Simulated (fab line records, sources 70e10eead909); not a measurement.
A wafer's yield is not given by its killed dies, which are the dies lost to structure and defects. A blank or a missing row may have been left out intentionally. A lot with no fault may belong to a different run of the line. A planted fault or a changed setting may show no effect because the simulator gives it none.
fab line records	flow nand_harc	part 2 of 2: steps 23 to 35 of 35
[record] lots = 5	wafers = 15	last_day = 30
route steps=1302 shown A_STAIRCASE@826
lots that met no fault: taken from a fault-free run of the same line
start_h: hours from the record's opening day to when the first of the lot's shown wafers began	wait_h: hours since the lot's step before	" repeats the value in the row above	L1.1+2: a single row standing in for several wafers	- no value, or no start given	* or withheld: withheld	< > ~ a bound
route shown NAME@n: a module of which the file shows steps, and the number in the route of the first	usual: average and standard deviation across the fault-free wafers	same: alike in all rows	chamber/n: place in a boat	sites: per-site readings	_std_site: standard deviation across them	_edge_site: the outer-site mean with the inner-site mean subtracted	radius_mm: how far each site lies from the wafer's centre	mask NAME#n: copy n	behind: tool/chamber where the wafer was last shaped	hold: what put the lot on hold/how long, in hours/how the hold closed	device: the n, p or np transistor that did not switch	end of line: at the end of the route, the tests of the same wafers	step lacking rows: just its recipe	killed: dies that structure and defects cost at the first sort, which is not the same as the wafer's yield	map: per-die view of a wafer (x killed, . not killed, _ where there is no die)
set.NAME: the run value of the setting; set.NAME@STEP: its run value at that earlier step	model.NAME: the simulator's own value behind a step, which no gauge read
lots at selected steps of the route; one table per step, one row per wafer
services: a tool's chamber out of use, with start hour (start_h, from the record's first day; less than 0 if before it), hours out, and reason
[[steps]]
[step NHARC_A_STAIRCASE_DEP_151]
[recipe] target_thk_a = 72000	temp_c = 400	target_thk_nm = 7200	teos_flow_sccm = 200	rf_w = 500	material = SiO2
[usual] heater_power_w = 686/110	rf_fwd_power_W = 499.6/1.5
lot.wafer	tool	chamber	start_h	wait_h	heater_power_w	rf_fwd_power_W
L075.1	pecvd-03	0	415.55	0.5	746	499.5
L075.4	"	1	"	"	635	499.5
L075.6	"	2	"	"	742	502.2
L079.3	pecvd-02	0	443.01	0.4	642	500.0
L079.5	"	0	"	"	545	499.6
L079.6	"	2	"	"	619	499.6
L084.1	pecvd-03	2	500.48	0.7	887	501.4
L084.3	"	0	"	"	648	503.3
L084.4	"	2	"	"	720	498.9
L087.3	pecvd-04	1	530.66	0.4	714	500.6
L087.1	"	2	"	"	959	498.8
L087.4	"	1	"	"	584	499.3
L089.1	pecvd-03	1	544.30	0.4	662	499.1
L089.3	"	2	"	"	861	498.7
L089.6	"	0	"	"	631	499.8
[step NHARC_A_STAIRCASE_ANNEAL_320]
[recipe] temp_c = 750	time_s = 1800
[usual] spike_tc_centre_C = 749.5/1.3	zone_power_centre_pct = 12.2/0.53
[same] time_s = 1800
lot.wafer	tool	chamber	start_h	wait_h	spike_tc_centre_C	zone_power_centre_pct
L075.1	furnace-07	0	419.51	-	747.5	12.4
L075.4	"	0	"	"	748.0	12.6
L075.6	"	0	"	"	750.8	12.4
L079.3	furnace-07	0	447.37	-	751.5	12.8
L079.5	"	0	"	"	748.9	12.9
L079.6	"	0	"	"	748.6	12.5
L084.1	furnace-07	0	505.37	-	748.7	12.4
L084.3	"	0	"	"	749.1	12.7
L084.4	"	0	"	"	747.2	12.6
L087.1	furnace-07	0	535.91	-	749.1	12.5
L087.3	"	0	"	"	748.7	12.5
L087.4	"	0	"	"	750.0	12.3
L089.1	furnace-07	0	548.32	-	750.1	12.4
L089.3	"	0	"	"	748.5	12.9
L089.6	"	0	"	"	747.8	12.6
[step NHARC_A_STAIRCASE_DEP_322]
[recipe] target_thk_a = 72000	temp_c = 400	target_thk_nm = 7200	teos_flow_sccm = 200	rf_w = 500	material = SiO2
[usual] heater_power_w = 687/120	rf_fwd_power_W = 499.6/1.5
lot.wafer	tool	chamber	start_h	wait_h	heater_power_w	rf_fwd_power_W
L075.1	pecvd-04	0	423.17	0.4	692	497.9
L075.4	"	2	"	"	792	498.3
L075.6	"	0	"	"	551	498.6
L079.3	pecvd-02	1	450.76	0.1	608	499.0
L079.5	"	1	"	"	517	501.5
L079.6	"	2	"	"	595	500.4
L084.3	pecvd-02	0	508.74	0.1	638	497.5
L084.1	"	1	"	"	554	501.0
L084.4	"	2	"	"	610	499.1
L087.3	pecvd-03	0	539.30	0.1	687	498.1
L087.1	"	2	"	"	850	495.6
L087.4	"	0	"	"	637	497.7
L089.1	pecvd-04	2	551.90	0.3	883	503.0
L089.3	"	1	"	"	703	500.0
L089.6	"	1	"	"	587	500.7
[step NHARC_A_STAIRCASE_ANNEAL_323]
[recipe] temp_c = 750	time_s = 1800
[usual] spike_tc_centre_C = 750.5/1.5	zone_power_centre_pct = 11.8/0.5
[same] time_s = 1800
lot.wafer	tool	chamber	start_h	wait_h	spike_tc_centre_C	zone_power_centre_pct
L075.1	furnace-07	0	429.82	-	749.2	12.8
L075.4	"	0	"	"	748.1	12.5
L075.6	"	0	"	"	748.9	12.7
L079.3	furnace-01	0	455.41	-	749.8	11.7
L079.5	"	0	"	"	750.5	11.3
L079.6	"	0	"	"	751.3	11.4
L084.1	furnace-01	0	514.29	-	750.2	11.4
L084.3	"	0	"	"	750.6	11.3
L084.4	"	0	"	"	750.0	11.5
L087.1	furnace-01	0	544.82	-	750.5	11.5
L087.3	"	0	"	"	749.6	11.3
L087.4	"	0	"	"	748.5	11.3
L089.1	furnace-01	0	555.74	-	749.3	11.4
L089.3	"	0	"	"	750.1	11.5
L089.6	"	0	"	"	748.3	11.5
[step NHARC_A_STAIRCASE_DEP_325]
[recipe] target_thk_a = 72000	temp_c = 400	target_thk_nm = 7200	teos_flow_sccm = 200	rf_w = 500	material = SiO2
[usual] heater_power_w = 681/110	rf_fwd_power_W = 499.4/1.6
lot.wafer	tool	chamber	start_h	wait_h	heater_power_w	rf_fwd_power_W
L075.1	pecvd-02	1	433.30	0.2	566	499.0
L075.4	"	1	"	"	511	499.8
L075.6	"	2	"	"	588	500.3
L079.3	pecvd-03	2	459.27	0.5	767	499.1
L079.6	"	0	"	"	638	500.9
L079.5	"	1	"	"	622	499.4
L084.1	pecvd-04	1	517.80	0.2	721	496.4
L084.3	"	2	"	"	1016	499.9
L084.4	"	0	"	"	594	498.1
L087.3	pecvd-04	2	548.24	0.1	985	498.1
L087.1	"	1	"	"	666	502.1
L087.4	"	1	"	"	580	502.7
L089.3	pecvd-02	2	559.27	0.2	725	498.4
L089.1	"	0	"	"	628	499.5
L089.6	"	2	"	"	607	498.0
[step NHARC_A_STAIRCASE_ANNEAL_326]
[recipe] temp_c = 750	time_s = 1800
[usual] spike_tc_centre_C = 750.5/1.8	zone_power_centre_pct = 12.0/0.46
[same] time_s = 1800
lot.wafer	tool	chamber	start_h	wait_h	spike_tc_centre_C	zone_power_centre_pct
L075.1	furnace-01	0	436.96	-	748.6	11.3
L075.4	"	0	"	"	748.3	11.6
L075.6	"	0	"	"	748.4	11.4
L079.3	furnace-02	0	465.03	-	752.7	12.0
L079.5	"	0	"	"	753.2	12.1
L079.6	"	0	"	"	751.5	12.1
L084.1	furnace-07	0	525.89	-	749.2	12.6
L084.3	"	0	"	"	747.6	12.6
L084.4	"	0	"	"	748.5	12.4
L087.1	furnace-07	0	554.95	-	748.7	12.4
L087.3	"	0	"	"	748.8	12.5
L087.4	"	0	"	"	749.2	12.6
L089.1	furnace-02	0	563.58	-	753.6	12.2
L089.3	"	0	"	"	752.1	12.3
L089.6	"	0	"	"	753.5	12.2
[step NHARC_A_STAIRCASE_DEHYDRATE_433]
[recipe] temp_c = 150	time_s = 120
[same] time_s = 120
lot.wafer	tool	chamber	start_h	wait_h
L075.1+4+6	litho_track-03	0	440.35	0.1
L079.3+5+6	litho_track-03	0	468.40	0.1
L084.1+3+4	litho_track-07	0	529.27	0.1
L087.1+3+4	litho_track-03	0	558.25	0.1
L089.1+3+6	litho_track-07	0	566.95	0.1
[step NHARC_A_STAIRCASE_HMDS_434]
[recipe] time_s = 30
[same] time_s = 30
lot.wafer	tool	chamber	start_h	wait_h
L075.1+4+6	litho_track-03	0	-	-
L079.3+5+6	litho_track-03	0	-	-
L084.1+3+4	litho_track-07	0	-	-
L087.1+3+4	litho_track-03	0	-	-
L089.1+3+6	litho_track-07	0	-	-
[step NHARC_A_STAIRCASE_COAT_435]
[recipe] spin_rpm = 1200
lot.wafer	tool	chamber	start_h	wait_h
L075.1+4+6	litho_track-03	0	-	-
L079.3+5+6	litho_track-03	0	-	-
L084.1+3+4	litho_track-07	0	-	-
L087.1+3+4	litho_track-03	0	-	-
L089.1+3+6	litho_track-07	0	-	-
[step NHARC_A_STAIRCASE_SOFTBAKE_436]
[recipe] temp_c = 135	time_s = 170
[same] time_s = 170
lot.wafer	tool	chamber	start_h	wait_h
L075.1+4+6	litho_track-03	0	-	-
L079.3+5+6	litho_track-03	0	-	-
L084.1+3+4	litho_track-07	0	-	-
L087.1+3+4	litho_track-03	0	-	-
L089.1+3+6	litho_track-07	0	-	-
[step NHARC_A_STAIRCASE_EBR_437]
lot.wafer	tool	chamber	start_h	wait_h
L075.1+4+6	litho_track-03	0	-	-
L079.3+5+6	litho_track-03	0	-	-
L084.1+3+4	litho_track-07	0	-	-
L087.1+3+4	litho_track-03	0	-	-
L089.1+3+6	litho_track-07	0	-	-
[step NHARC_A_STAIRCASE_EXPOSE_438]
[recipe] na = 0.5	dose_mj = 28.97	mask_id = STAIR_REV
lot.wafer	tool	chamber	start_h	wait_h	mask
L075.1+4+6	krf_scanner-03	0	440.69	-	STAIR_REV#0
L079.3+5+6	krf_scanner-01	0	468.77	-	STAIR_REV#0
L084.1+3+4	krf_scanner-01	0	529.60	-	STAIR_REV#0
L087.1+3+4	krf_scanner-04	0	558.58	-	STAIR_REV#0
L089.1+3+6	krf_scanner-04	0	567.44	-	STAIR_REV#0
[step NHARC_A_STAIRCASE_PEB_439]
[recipe] peb_temp_c = 115	peb_time_s = 130
lot.wafer	tool	chamber	start_h	wait_h
L075.1+4+6	litho_track-03	0	440.75	0.1
L079.3+5+6	litho_track-05	0	468.83	0.0
L084.1+3+4	litho_track-07	0	529.67	0.1
L087.1+3+4	litho_track-05	0	558.65	0.1
L089.1+3+6	litho_track-07	0	567.51	0.1
[[services]]
tool	chamber	start_h	hours	kind
rie_diel-01	-	384.07	9.0	pm
rie_diel-09	3	384.61	4.6	repair
pecvd-03	2	386.81	4.3	repair
furnace-07	-	393.37	26.0	pm
wet_bench-04	-	403.24	8.0	pm
pecvd-02	1	404.23	7.1	repair
pecvd-02	-	408.19	13.0	pm
rie_diel-06	0	420.24	6.2	repair
rie_diel-09	0	421.94	3.4	repair
pecvd-04	-	425.41	0.5	repair
litho_track-07	-	426.00	7.0	pm
pecvd-03	1	432.49	1.8	repair
rie_diel-01	1	440.03	2.8	repair
litho_track-03	-	450.00	7.0	pm
pecvd-04	-	450.52	13.0	pm
litho_track-05	-	474.00	7.0	pm
rie_diel-01	3	476.54	5.0	repair
rie_diel-01	2	484.32	20.3	repair
rie_diel-06	-	485.02	9.0	pm
rie_diel-09	-	499.71	9.0	pm
pecvd-02	-	501.36	1.3	repair
wet_bench-09	-	528.81	8.0	pm
rie_diel-06	0	545.26	7.5	repair
rie_diel-01	-	561.14	9.0	pm
